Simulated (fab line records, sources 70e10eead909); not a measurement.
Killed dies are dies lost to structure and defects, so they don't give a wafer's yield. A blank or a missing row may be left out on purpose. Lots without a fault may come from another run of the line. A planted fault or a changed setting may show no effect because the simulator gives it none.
fab line records | flow nand_harc
record lots=6 wafers=18 last_day=33
route steps=1302 shown P_M1@313 P_M2@318 END@1302
lots that met no fault: from a run of the same line without faults
start_h: hours from the record's first day to the start of the lot's first wafer shown | wait_h: hours since the lot's step before | " the same as in the row above | L1.1+2: a row that stands for several wafers | - no value, or no start given | * or withheld: withheld | < > ~ a bound
route shown NAME@n: a module of which the file shows steps, and the number in the route of the first | usual: mean/standard deviation of fault-free wafers | same: alike in all rows | chamber/n: place in a boat | sites: the reading at each site | _std_site: their standard deviation | _edge_site: outer sites' mean less inner sites' | radius_mm: how far each site lies from the wafer's centre | mask NAME#n: copy n | behind: the tool/chamber that last shaped the wafer | hold: why the lot was held/for how many hours/how that ended | device: the transistor (n, p or np) that didn't switch | end of line: the same wafers' tests at the end of the route | a step without rows: its recipe alone | killed: dies lost to structure and defects at the first sort, not the wafer's yield | map: a wafer's dies, x killed, . not, _ none there
set.NAME: the setting as run; set.NAME@STEP: as run at that earlier step | model.NAME: the simulator's own value behind a step, which no gauge read
lots at some steps of the route; a table a step, a row a wafer
services: from which hour (start_h, from the record's first day; less than 0 if before it) a tool's chamber was out of use, for how many hours, and why
## steps
# step NHARC_P_M1_SRD_25
# step NHARC_P_M1_INSPECT_27
# usual raw_defect_count=334/140
# columns lot.wafer tool chamber start_h wait_h raw_defect_count
L782.2 defect_inspect-02 - 145.71 0.0 370
L782.4 " - " " 267
L782.6 " - " " 335
L788.3 defect_inspect-01 - 212.80 0.0 453
L788.4 " - " " 442
L788.6 " - " " 229
L790.2 defect_inspect-02 - 228.02 0.0 312
L790.5 " - " " 134
L790.6 " - " " 171
L792.3 defect_inspect-01 - 246.38 0.0 183
L792.5 " - " " 192
L792.6 " - " " 237
L798.1 defect_inspect-01 - 305.92 0.0 340
L798.3 " - " " 248
L798.5 " - " " 442
L801.2 defect_inspect-02 - 334.03 0.0 260
L801.4 " - " " 306
L801.6 " - " " 198
# step NHARC_P_M1_PRE_CLEAN_32
# recipe time_s=12 temp_c=370 rf_power_w=300 gas=NH3
# usual heater_power_w=606/86 susceptor_temp_C=370.00/0.22
# same time_s=12
# columns lot.wafer tool chamber start_h wait_h heater_power_w susceptor_temp_C
L782.2 pecvd-03 2 145.78 0.1 502 370.45
L782.4 " 1 " " 598 369.94
L782.6 " 1 " " 613 370.40
L788.3 pecvd-03 0 212.87 0.1 536 370.21
L788.6 " 0 " " 536 370.22
L788.4 " 2 " " 551 370.14
L790.2 pecvd-04 1 228.09 0.1 613 370.03
L790.5 " 1 " " 602 370.21
L790.6 " 2 " " 802 370.02
L792.3 pecvd-02 2 246.45 0.1 597 369.99
L792.6 " 2 " " 589 369.95
L792.5 " 1 " " 596 370.07
L798.1 pecvd-02 1 305.99 0.1 614 369.74
L798.3 " 1 " " 596 369.90
L798.5 " 1 " " 606 369.87
L801.2 pecvd-02 2 334.11 0.1 502 369.94
L801.4 " 2 " " 522 370.03
L801.6 " 0 " " 671 369.87
# step NHARC_P_M1_DEP_33
# recipe target_thk_a=300 temp_c=370 target_thk_nm=30 pressure_torr=3 flow_sccm=200 rf_w=450 material=SiCN
# usual heater_power_w=550/76 susceptor_temp_C=369.96/0.23
# columns lot.wafer tool chamber start_h wait_h heater_power_w susceptor_temp_C
L782.2 pecvd-03 2 145.90 0.1 427 370.15
L782.4 " 1 " " 480 370.11
L782.6 " 1 " " 475 370.11
L788.3 pecvd-03 0 212.95 0.1 568 369.86
L788.6 " 0 " " 585 369.74
L788.4 " 2 " " 520 369.96
L790.2 pecvd-04 1 228.17 0.1 559 370.26
L790.5 " 1 " " 532 369.92
L790.6 " 2 " " 654 369.90
L792.3 pecvd-02 2 246.53 0.1 468 369.87
L792.6 " 2 " " 451 369.85
L792.5 " 1 " " 499 369.80
L798.1 pecvd-02 1 306.11 0.1 500 369.74
L798.3 " 1 " " 503 369.70
L798.5 " 1 " " 515 369.62
L801.2 pecvd-02 2 334.21 0.1 535 369.56
L801.4 " 2 " " 524 369.86
L801.6 " 0 " " 625 369.85
# step NHARC_P_M2_DEP_00
# recipe target_thk_a=1825 target_thk_nm=182.5 temp_c=withheld pressure_torr=5 flow_sccm=200 rf_w=600 material=SiOC
# step NHARC_P_M2_DEHYDRATE_01
# recipe temp_c=150 time_s=120
# step NHARC_P_M2_HMDS_02
# recipe time_s=30
# step NHARC_P_M2_COAT_34
# recipe temp_c=200 time_s=65
# step NHARC_P_M2_COAT_03
# recipe spin_rpm=1500 resist_thk_nm=90
# step NHARC_P_M2_SOFTBAKE_04
# recipe temp_c=105 time_s=55
# step NHARC_P_M2_EBR_05
# step NHARC_P_M2_EXPOSE_06
# recipe na=1.35 target_cd_nm=170 dose_mj=80.78 mask_id=P_M2
# columns lot.wafer tool chamber start_h wait_h mask
L782.2+4+6 arfi_scanner-03 0 147.02 - P_M2#0
L788.3+4+6 arfi_scanner-02 0 214.05 - P_M2#0
L790.2+5+6 arfi_scanner-02 0 229.28 - P_M2#0
L792.3+5+6 arfi_scanner-01 0 247.64 - P_M2#0
L798.1+3+5 arfi_scanner-01 0 307.21 - P_M2#0
L801.2+4+6 arfi_scanner-01 0 335.28 - P_M2#0
# step NHARC_P_M2_PEB_07
# recipe peb_temp_c=100 peb_time_s=65
# step NHARC_P_M2_DEVELOP_08
# recipe develop_time_s=35 dev_temp_c=23
# step NHARC_P_M2_CD_MEAS_09
# recipe target_cd_nm=170 landing_energy_ev=500
# usual cd_nm=170.0/0.75
# columns lot.wafer tool chamber start_h wait_h cd_nm
L782.2 cd_sem-03 0 147.16 - 169.9
L782.4 " 0 " " 170.2
L782.6 " 0 " " 170.3
L788.3 cd_sem-02 0 214.18 - 170.3
L788.4 " 0 " " 171.5
L788.6 " 0 " " 171.8
L790.2 cd_sem-03 0 229.41 - 170.3
L790.5 " 0 " " 169.8
L790.6 " 0 " " 170.2
L792.3 cd_sem-03 0 247.78 - 170.5
L792.5 " 0 " " 169.0
L792.6 " 0 " " 169.1
L798.1 cd_sem-01 0 307.36 - 172.4
L798.3 " 0 " " 170.7
L798.5 " 0 " " 169.6
L801.2 cd_sem-03 0 335.42 - 170.4
L801.4 " 0 " " 172.1
L801.6 " 0 " " 171.0
# step NHARC_P_M2_OVL_MEAS_10
# recipe pitch_nm=340
# usual overlay_x_nm=0.3/0.66 overlay_y_nm=-0.2/0.78
# columns lot.wafer tool chamber start_h wait_h overlay_x_nm overlay_y_nm
L782.2 overlay-01 - 147.25 - 0.1 0.3
L782.4 " - " " 0.2 0.5
L782.6 " - " " 0.8 0.4
L788.3 overlay-02 - 214.27 - 0.3 -0.4
L788.4 " - " " -0.1 -0.2
L788.6 " - " " 0.6 -0.7
L790.2 overlay-01 - 229.50 - 0.9 0.0
L790.5 " - " " 0.4 0.7
L790.6 " - " " -0.2 0.1
L792.3 overlay-01 - 247.86 - 0.7 -0.9
L792.5 " - " " 0.7 -0.9
L792.6 " - " " 0.3 -0.5
L798.1 overlay-02 - 307.45 - 1.2 -1.7
L798.3 " - " " 1.5 -1.9
L798.5 " - " " 1.2 -2.0
L801.2 overlay-02 - 335.50 - -0.6 0.8
L801.4 " - " " 0.2 0.5
L801.6 " - " " -0.3 1.0
# step NHARC_P_M2_INSPECT_11
# usual raw_defect_count=5/3.7
# columns lot.wafer tool chamber start_h wait_h raw_defect_count
L782.2 defect_inspect-02 - 147.29 0.0 6
L782.4 " - " " 4
L782.6 " - " " 5
L788.3 defect_inspect-02 - 214.30 0.0 6
L788.4 " - " " 8
L788.6 " - " " 2
L790.2 defect_inspect-01 - 229.54 0.0 4
L790.5 " - " " 2
L790.6 " - " " 4
L792.3 defect_inspect-02 - 247.90 0.0 5
L792.5 " - " " 2
L792.6 " - " " 4
L798.1 defect_inspect-02 - 307.48 0.0 5
L798.3 " - " " 3
L798.5 " - " " 1
L801.2 defect_inspect-01 - 335.54 0.0 0
L801.4 " - " " 1
L801.6 " - " " 4
# step NHARC_P_M2_DESCUM_14
# recipe time_s=3 o2_flow_sccm=200 ar_flow_sccm=0 bias_power_w=0 chemistry=O2
# usual drypump_motor_current_A=5.8/0.39 oes_product_au=0.996/0.014 rf_vpp_V=57.9/0.87 showerhead_plenum_p_Torr=1.91/0.058 throttle_valve_pct=11.312/0.0097
# same time_s=3
# columns lot.wafer tool chamber start_h wait_h drypump_motor_current_A oes_product_au rf_hours_counter_h rf_vpp_V showerhead_plenum_p_Torr throttle_valve_pct model.P_M2.cd_nm
L782.2 rie_diel-05 0 147.36 0.1 6.0 1.005 4.6 58.5 1.83 11.302 170.1
L782.4 " 1 " " 5.3 0.993 4.8 59.1 1.96 11.309 169.3
L782.6 " 3 " " 6.1 1.011 - 58.6 1.87 11.319 169.2
L788.3 rie_diel-05 1 214.38 0.1 5.3 1.005 8.1 58.2 1.96 11.295 169
L788.4 " 2 " " 6.1 0.981 7.7 57.4 2.01 11.318 171.2
L788.6 " 0 " " 6.0 0.997 - 56.5 1.82 11.310 171
L790.2 rie_diel-05 1 229.61 0.1 5.3 1.005 8.6 57.9 1.96 11.301 169
L790.5 " 0 " " 5.9 0.998 - 58.2 1.82 11.321 169.5
L790.6 " 1 " " 5.3 0.992 - 56.5 1.96 11.327 169.2
L792.3 rie_diel-02 0 247.98 0.1 5.5 1.020 1.0 57.5 1.89 11.310 169.8
L792.5 " 1 " " 6.1 0.982 - 58.9 1.97 11.316 170
L792.6 " 2 " " 5.4 0.998 - 58.0 1.89 11.294 168.6
L798.1 rie_diel-02 3 307.54 0.1 5.9 0.979 3.6 58.2 1.92 11.313 172.6
L798.3 " 1 " " 6.1 0.984 3.8 57.0 1.97 11.298 171.8
L798.5 " 0 " " 5.6 1.014 - 56.6 1.89 11.314 169.6
L801.4 rie_diel-02 0 335.60 0.1 5.6 1.006 5.4 56.9 1.89 11.317 171.2
L801.2 " 3 " " 5.8 0.981 5.4 58.0 1.92 11.303 170.2
L801.6 " 0 " " 5.6 1.012 - 57.8 1.89 11.317 170.6
# step NHARC_P_M2_ETCH_35
# recipe target_depth_a=400 overetch_a=120 time_s=43.94 ion_energy_ev=200 n2_flow_sccm=150 h2_flow_sccm=150 ar_flow_sccm=0 rf_w=400 bias_w=150 chemistry=N2/H2
# usual drypump_motor_current_A=5.7/0.41 oes_product_au=0.997/0.015 rf_vpp_V=430.2/2.1 showerhead_plenum_p_Torr=2.03/0.064 throttle_valve_pct=14.171/0.0094
# same time_s=43.94
# columns lot.wafer tool chamber start_h wait_h drypump_motor_current_A oes_product_au rf_hours_counter_h rf_vpp_V showerhead_plenum_p_Torr throttle_valve_pct
L782.2 rie_diel-05 1 147.44 0.1 5.4 1.002 4.8 431.9 2.09 14.170
L782.4 " 2 " " 6.1 0.974 4.5 433.8 2.15 14.162
L782.6 " 3 " " 6.1 1.017 - 430.8 2.00 14.161
L788.3 rie_diel-05 2 214.46 0.1 6.1 0.988 7.7 433.6 2.15 14.158
L788.4 " 3 " " 6.1 1.007 7.7 428.8 1.99 14.163
L788.6 " 0 " " 6.0 1.009 - 429.2 1.94 14.163
L790.2 rie_diel-10 2 229.72 0.1 5.1 0.994 9.6 427.0 1.94 14.174
L790.5 " 1 " " 5.6 1.014 - 428.4 1.97 14.169
L790.6 " 2 " " 5.1 0.986 - 426.5 1.94 14.175
L792.3 rie_diel-02 3 248.04 0.1 5.9 1.000 1.3 431.3 2.05 14.167
L792.6 " 3 " " 5.9 0.996 - 431.5 2.05 14.182
L792.5 " 0 " " 5.5 1.021 - 431.0 2.02 14.178
L798.3 rie_diel-02 2 307.63 0.1 5.4 0.980 4.3 429.9 2.01 14.180
L798.1 " 0 " " 5.6 1.010 3.6 429.8 2.02 14.153
L798.5 " 3 " " 5.8 0.983 - 430.2 2.05 14.180
L801.2 rie_diel-02 0 335.69 0.1 5.6 1.008 5.4 429.6 2.02 14.147
L801.4 " 2 " " 5.4 0.988 5.9 430.4 2.01 14.180
L801.6 " 0 " " 5.5 1.007 - 429.3 2.02 14.178
# step NHARC_P_M2_ETCH_15
# recipe target_depth_a=1825 time_s=91.2 c4f8_flow_sccm=withheld ar_flow_sccm=400 rf_w=600 bias_w=300 chemistry=C4F8/Ar
# usual oes_product_au=0.937/0.025 rf_vpp_V=440.6/1.9
# same time_s=91.2
# columns lot.wafer tool chamber start_h wait_h oes_product_au rf_hours_counter_h rf_vpp_V model.P_M2.cd_nm
L782.2 rie_diel-05 1 - - 0.922 4.9 442.0 170.4
L782.4 " 2 " " 0.901 4.6 444.3 168.7
L782.6 " 0 " " 0.937 - 437.0 168.7
L788.3 rie_diel-05 2 - - 0.909 7.8 443.1 168.5
L788.4 " 3 " " 0.935 7.8 438.7 171.5
L788.6 " 1 " " 0.920 - 443.8 170.7
L790.2 rie_diel-02 3 229.84 - 0.998 0.4 440.4 169.6
L790.5 " 1 " " 0.977 - 441.3 169.7
L790.6 " 2 " " 0.995 - 440.8 169.7
L792.3 rie_diel-02 3 - - 0.963 1.4 440.8 169.5
L792.6 " 0 " " 0.984 - 440.9 168.1
L792.5 " 1 " " 0.950 - 442.3 170.4
L798.1 rie_diel-02 0 - - 0.969 3.6 442.4 172.8
L798.3 " 2 " " 0.953 4.4 439.8 172
L798.5 " 0 " " 0.967 - 441.7 169.6
L801.2 rie_diel-02 3 - - 0.955 5.5 440.6 170.3
L801.4 " 0 " " 0.969 5.4 440.1 171.7
L801.6 " 3 " " 0.952 - 440.7 170.5
# step NHARC_P_M2_CD_MEAS_16
# usual cd_nm=169.8/1.1
# columns lot.wafer tool chamber start_h wait_h cd_nm
L782.2 cd_sem-01 - 147.65 - 170.5
L782.4 " - " " 169.1
L782.6 " - " " 168.5
L788.3 cd_sem-03 - 214.68 - 168.4
L788.4 " - " " 171.3
L788.6 " - " " 170.7
L790.2 cd_sem-01 - 229.96 - 169.9
L790.5 " - " " 169.7
L790.6 " - " " 169.5
L792.3 cd_sem-01 - 248.27 - 169.3
L792.5 " - " " 170.3
L792.6 " - " " 168.3
L798.1 cd_sem-01 - 307.85 - 173.0
L798.3 " - " " 171.9
L798.5 " - " " 169.7
L801.2 cd_sem-01 - 335.91 - 170.3
L801.4 " - " " 171.6
L801.6 " - " " 170.2
# step NHARC_END_SORT_01
# recipe temp_c=25
# usual defect_limited_yield=91.5/2.7 killed_at_array=52/19 killed_at_other=0.9/1.3 killed_at_periphery=4/3.1 killed_dies=57/18 killed_open=3.2/1.7 killed_short=2.3/1.4 sort_bin_2_pct=2.9/1.2 sort_bin_3_pct=0.6/0.42 sort_bin_4_pct=4.9/1.5 sort_n_pass=620/18 sort_rim_yield_pct=93/4.3 sort_yield_pct=91.5/2.7
# same gross_dies=677 sort_bin_5_pct[%]=0 sort_bin_6_pct[%]=0 sort_bin_7_pct[%]=0 sort_bin_8_pct[%]=0 sort_rim_n_gross=106.00
# columns lot.wafer tool chamber start_h wait_h defect_limited_yield[%] killed_at_array killed_at_other killed_at_periphery killed_dies killed_open killed_short sort_bin_2_pct[%] sort_bin_3_pct[%] sort_bin_4_pct[%] sort_n_pass sort_rim_yield_pct[%] sort_yield_pct[%]
L782.2 prober-01 0 569.59 2.8 91.9 52 0 3 55 3 1 1.8 0.9 5.5 622 96 91.9
L782.4 prober-01 0 571.16 3.4 91.4 53 1 4 58 1 5 4.1 0 4.4 619 94 91.4
L782.6 prober-01 0 572.73 3.9 91.3 54 2 3 59 3 3 2.7 0.4 5.6 618 93 91.3
L790.2 prober-02 0 655.78 2.8 90.0 63 0 5 68 5 5 3.8 0.7 5.5 609 88 90.0
L790.5 prober-02 0 658.21 3.7 92.2 53 0 0 53 3 2 3.2 0.3 4.3 624 91 92.2
L790.6 prober-02 0 659.01 4.0 91.0 57 2 2 61 2 0 2.8 0.1 6.1 616 95 91.0
L788.3 prober-01 0 663.62 3.1 93.9 36 1 4 41 6 2 2.4 0.4 3.2 636 89 93.9
L792.3 prober-02 0 674.01 3.1 96.2 22 0 4 26 3 2 1.5 0 2.4 651 96 96.2
L792.5 prober-02 0 675.61 3.7 97.8 14 1 0 15 1 2 0.7 0 1.5 662 98 97.8
L792.6 prober-02 0 676.41 4.0 96.9 16 1 4 21 2 3 1.2 0.3 1.6 656 95 96.9
# killed by level:class
L782.2 A_CHANNEL_HOLE_D2:chamber_film_flake=38 A_STAIRCASE:chamber_film_flake=4 A_CHANNEL_HOLE_D1:chamber_film_flake=2 A_CHANNEL_FILL_D1:chamber_film_flake=2 A_WL_FILL:chamber_film_flake=2 P_CONTACT:geometric_particle:open=1 P_M0:geometric_particle:open=1 A_ONON_D1:geometric_particle:open=1
L782.4 A_CHANNEL_HOLE_D2:chamber_film_flake=31 A_STAIRCASE:chamber_film_flake=5 A_CHANNEL_HOLE_D1:chamber_film_flake=3 A_CONTACT:chamber_film_flake=3 P_GATE:chamber_film_flake=2 A_ZERO_WELL:chamber_film_flake=2 A_WL_FILL:chamber_film_flake=2 A_CHANNEL_HOLE_D1:geometric_particle:short=1
L782.6 A_CHANNEL_HOLE_D2:chamber_film_flake=32 A_CONTACT:chamber_film_flake=6 A_DECK1_JOINT:chamber_film_flake=4 A_STAIRCASE:chamber_film_flake=3 P_ZERO_WELL:chamber_film_flake=2 A_ZERO_WELL:chamber_film_flake=2 THIN_TSV:chamber_film_flake=2 A_ONON_D1:geometric_particle:short=1
L790.2 A_CHANNEL_HOLE_D1:chamber_film_flake=38 A_CHANNEL_HOLE_D2:chamber_film_flake=10 A_CONTACT:chamber_film_flake=3 A_ONON_D1:geometric_particle:short=2 A_DECK1_JOINT:chamber_film_flake=2 A_STAIRCASE:chamber_film_flake=2 P_CONTACT:geometric_particle:short=1 P_CONTACT:geometric_particle:open=1
L790.5 A_CHANNEL_HOLE_D1:chamber_film_flake=36 A_CHANNEL_HOLE_D2:chamber_film_flake=7 A_DECK1_JOINT:chamber_film_flake=2 A_ONON_D1:geometric_particle:open=1 A_CHANNEL_FILL_D1:geometric_particle:open=1 A_DECK1_JOINT:geometric_particle:short=1 A_ONON_D2:geometric_particle:open=1 A_WL_FILL:geometric_particle:short=1
L790.6 A_CHANNEL_HOLE_D1:chamber_film_flake=29 A_CHANNEL_HOLE_D2:chamber_film_flake=18 A_ZERO_WELL:chamber_film_flake=2 A_SLIT:chamber_film_flake=2 A_DECK1_JOINT:chamber_film_flake=2 A_STAIRCASE:chamber_film_flake=2 A_CHANNEL_HOLE_D1:geometric_particle:open=1 P_ZERO_WELL:chamber_film_flake=1
L788.3 A_SLIT:chamber_film_flake=14 A_CONTACT:chamber_film_flake=6 A_CHANNEL_HOLE_D2:chamber_film_flake=4 A_CHANNEL_FILL_D1:geometric_particle:open=2 A_WL_FILL:geometric_particle:short=2 P_GATE:chamber_film_flake=2 A_CHANNEL_HOLE_D1:chamber_film_flake=2 A_CHANNEL_FILL_D2:chamber_film_flake=2
L792.3 A_CHANNEL_HOLE_D1:chamber_film_flake=5 A_CONTACT:chamber_film_flake=3 P_GATE:chamber_film_flake=2 A_STAIRCASE:chamber_film_flake=2 A_SLIT:chamber_film_flake=2 A_WL_FILL:chamber_film_flake=2 A_M0:chamber_film_flake=2 A_CHANNEL_HOLE_D2:geometric_particle:open=1
L792.5 A_CHANNEL_HOLE_D1:chamber_film_flake=3 A_STAIRCASE:chamber_film_flake=2 A_SLIT:chamber_film_flake=2 A_WL_FILL:chamber_film_flake=2 A_SOURCE_PLATE:geometric_particle:short=1 A_ONON_D1:geometric_particle:open=1 A_CHANNEL_FILL_D1:geometric_particle:short=1 THIN_TSV:chamber_film_flake=1
L792.6 A_CHANNEL_HOLE_D1:chamber_film_flake=4 A_CHANNEL_HOLE_D2:chamber_film_flake=3 A_WL_FILL:chamber_film_flake=2 P_GATE:geometric_particle:short=1 A_CHANNEL_FILL_D1:geometric_particle:short=1 A_CHANNEL_HOLE_D2:geometric_particle:short=1 A_CHANNEL_FILL_D2:geometric_particle:open=1 A_CONTACT:geometric_particle:open=1
## services
# columns tool chamber start_h hours kind
rie_diel-10 - 129.16 3.4 repair
arfi_scanner-01 - 132.99 20.4 repair
pecvd-03 0 138.96 10.2 repair
arfi_scanner-02 - 140.00 4.0 pm
pecvd-02 - 144.82 1.4 repair
rie_diel-10 1 172.55 2.6 repair
rie_diel-10 3 180.49 2.1 repair
arfi_scanner-01 - 183.87 4.2 repair
rie_diel-10 0 184.58 1.4 repair
pecvd-03 - 185.25 13.0 pm
rie_diel-05 - 190.68 2.6 repair
arfi_scanner-03 - 196.00 4.0 pm
arfi_scanner-01 - 210.08 0.2 repair
rie_diel-02 - 216.70 9.0 pm
pecvd-02 - 227.45 13.0 pm
pecvd-02 0 252.44 8.4 repair
rie_diel-05 1 254.30 11.8 repair
rie_diel-02 3 254.78 8.2 repair
arfi_scanner-01 - 257.94 4.0 pm
pecvd-04 - 269.02 13.0 pm
rie_diel-02 3 294.24 3.5 repair
pecvd-02 2 302.02 4.3 repair
pecvd-04 0 307.35 5.0 repair
arfi_scanner-02 - 312.00 4.0 pm
## key
first_sign step=NHARC_P_M2_CD_MEAS_09 reading=cd_nm direction=up sigmas=2.3 usual=170.0 struck=171.7
effect step=NHARC_P_M2_CD_MEAS_16 reading=cd_nm direction=up sigmas=2.1 usual=169.8 struck=172.2
model_effect step=NHARC_P_M2_DESCUM_14 value=P_M2.cd_nm without=170.1 struck=171.9
model_effect step=NHARC_P_M2_ETCH_15 value=P_M2.cd_nm without=170.4 struck=172.2
met_at NHARC_P_M2_EXPOSE_06
struck_wafers L798.1,L798.3,L801.4
onset_between 247.64 307.21
fault kind=process_parameter_drift tool=arfi_scanner-01 chamber=- onset_h=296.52 steps=NHARC_P_M2_EXPOSE_06 channel=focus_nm offset=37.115 shape=step end_h=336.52 scope=struck_wafers_only
